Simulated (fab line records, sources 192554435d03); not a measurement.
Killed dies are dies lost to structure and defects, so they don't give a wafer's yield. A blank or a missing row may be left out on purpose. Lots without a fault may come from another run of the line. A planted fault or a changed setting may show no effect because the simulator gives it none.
A struck lot beside a sound one | flow n5_finfet | 26 steps out of a route of 1938
Sound: wafers L684.2, L684.3, L684.5. Struck: wafers L680.2, L680.5, L680.6. The cause comes at the end.
At each step with rows: each side's tool, then ch and its chambers, then its first start. Under that, the readings that differ: sound wafers | struck wafers | difference of the means | sigmas: that difference in standard deviations of wafers without a fault.
alike: readings whose means differ by less than 2 such deviations, and words and numbers that are the same on both sides. not compared: withheld readings, readings that some wafer has no value for, bounds like >300 that may hide the same value, and numbers for which the record gives no deviation and whose values overlap.
The two part at a step that has a row with sigmas, a row that says differs or no value, or rows on one side only. Numbers that don't overlap but have no deviation are shown without sigmas and don't part them. A reading that every wafer of one side lacks parts them only if that side has two wafers or more.

first, 10 steps without rows for these wafers: N5_GATE_CUT_DESCUM_18 (chemistry O2, time 7 s); N5_GATE_CUT_ETCH_28 (etches underlayer in N2/H2, target depth 13 nm, time 10.4 s); N5_GATE_CUT_ETCH_36 (etches SiARC in CF4, target depth 13 nm, time 21.7 s); N5_GATE_CUT_ETCH_37 (etches SOC in N2/H2, target depth 60 nm, overetch 12 nm, time 90 s); N5_GATE_CUT_STRIP_38 (strips in N2/H2); N5_GATE_CUT_STRIP_39 (strips in N2/H2); N5_GATE_CUT_HM_OPEN_40 (chemistry C4F6/O2, target SiO2, target depth 139 nm, time 85.1 s); N5_GATE_CUT_STRIP_41 (strips in CF4); N5_GATE_CUT_STRIP_42 (strips in O2); N5_GATE_CUT_ETCH_19 (etches SiNx in CH3F/O2, target depth 53.7 nm, time 76.7 s).
N5_GATE_CUT_CUT_ETCH_53: etches W in SF6/Cl2, target depth 79.2 nm.
  sound on rie_metal-02 ch 0,1, day 8 23:44; struck on rie_metal-02 ch 0, day 8 02:14
  no value came back on the struck wafers for any of 6 readings (SF6_flow_sccm (sccm), bias_w (W) and others); on the sound wafers SF6_flow_sccm (sccm) reads 39.99 40.03 40.12
  reading                                      | sound             | struck        | difference | sigmas
  model.SiO2_of_GATE_CUT_HM_DEP_46.thk_nm (nm) | 118.6 119.4 120.2 | 126 129 128.6 | +8         |
  not compared: rf_hours_counter_h
N5_GATE_CUT_CUT_ETCH_54: etches TiN in Cl2/BCl3, target depth 96.7 nm.
  sound on rie_metal-02 ch 0,1, day 8 23:47; struck on rie_metal-02 ch 0, day 8 02:22
  reading                | sound             | struck            | difference | sigmas
  etch_rf_on_time_s (s)  | 35.4 36.3 35.8    | 47.9 47.9 47.9    | +12.1      | +13
  oes_product_au (a.u.)  | 0.76 0.89 0.75    | 0.30 0.31 0.31    | -0.49      | -5
  throttle_valve_pct (%) | 22.59 22.05 22.60 | 23.12 23.15 23.15 | +0.73      | +3
  alike: bcl3_flow_sccm, bias_w, drypump_motor_current_A, oes_ar_750_au
  not compared: rf_hours_counter_h
then, 9 steps without rows for these wafers: N5_GATE_CUT_ETCH_47 (etches SiO2 in Cl2/BCl3, target depth 10 nm); N5_GATE_CUT_VAPOR_ETCH_48 (etches TiN in BCl3/Cl2); N5_GATE_CUT_VAPOR_ETCH_49 (etches TiAlC in BCl3/Cl2); N5_GATE_CUT_VAPOR_ETCH_51 (etches HfO2 in BCl3/Cl2); N5_GATE_CUT_STRIP_21 (strips in N2/H2, time 30 s); N5_GATE_CUT_STRIP_29 (strips in post etch residue remover, time 60 s); N5_GATE_CUT_SRD_52 (time 30 s); N5_GATE_CUT_ALD_22 (deposits SiNx, target thk 16 nm, pulse time 1 s, ald cycles 320); N5_GATE_CUT_CMP_23 (polishes, stops on SiO2, t overpolish 23.4 s, target thk 16 nm).
N5_GATE_CUT_THK_MEAS_24:
  sound on film_metro-01, day 9 02:15; struck on film_metro-02, day 8 04:48
  reading          | sound             | struck            | difference | sigmas
  GC_FILL_THK (nm) | 222.1 223.1 223.5 | 230.0 230.3 230.7 | +7.4       | +3
N5_GATE_CUT_CMP_43: polishes SiO2.
  sound on cmp-01 ch 1,2,3, day 9 02:26; struck on cmp-03 ch 0,1, day 8 04:50
  reading                                      | sound   | struck      | difference | sigmas
  model.SiO2_of_GATE_CUT_HM_DEP_46.thk_nm (nm) | 5 5 5.2 | 5.4 5.6 5.4 | +0.4       |
  alike: motor_current_A, slurry_flow_ml_min
then, 1 step without rows for these wafers: N5_GATE_CUT_CMP_61 (polishes, stops on SiNx, t overpolish 3 s).
N5_BEOL_M4_RC_MEAS_101:
  the record has rows for the sound wafers here (prober-01 ch 0, day 12 16:43) and none for the struck ones
-- the record jumps here: 8 days lie between the struck wafers' starts before and after (it left off in module BEOL_M4 and takes up again in module PASSIVATION, whose first step shown is number 1936 of the route) --
N5_PASSIVATION_PROBE_49:
  sound on prober-02, day 17 11:34; struck on prober-01, day 16 15:28
  reading                  | sound          | struck         | difference | sigmas
  defect_limited_yield (%) | 92.1 89.3 90.3 | 0 0 0          | -91        | -65
  killed_at_M0_to_M3       | 47 49 46       | 23 40 13       | -22        | -2
  killed_at_front_end      | 27 42 42       | 1128 1100 1132 | +1083      | +98
  killed_dies              | 93 126 114     | 1180 1180 1180 | +1069      | +67
  killed_on_rim            | 5 16 10        | 152 152 152    | +142       | +42
  sort_bin_5_function (%)  | 4.6 6.2 5.0    | 96.8 96.5 97.2 | +91.6      | +99 or more
  sort_n_pass              | 1077 1054 1065 | 0 0 0          | -1065      | -37
  sort_yield_pct (%)       | 91.3 89.3 90.3 | 0 0 0          | -90        | -36
  alike: killed_at_M4_up, killed_at_contacts, killed_at_other, killed_open, killed_short, sort_bin_4_leakage, sort_bin_6_memory

WHERE THEY PART
First at N5_GATE_CUT_CUT_ETCH_53; last, within this record, at N5_PASSIVATION_PROBE_49.

WHY: what the simulator had put in
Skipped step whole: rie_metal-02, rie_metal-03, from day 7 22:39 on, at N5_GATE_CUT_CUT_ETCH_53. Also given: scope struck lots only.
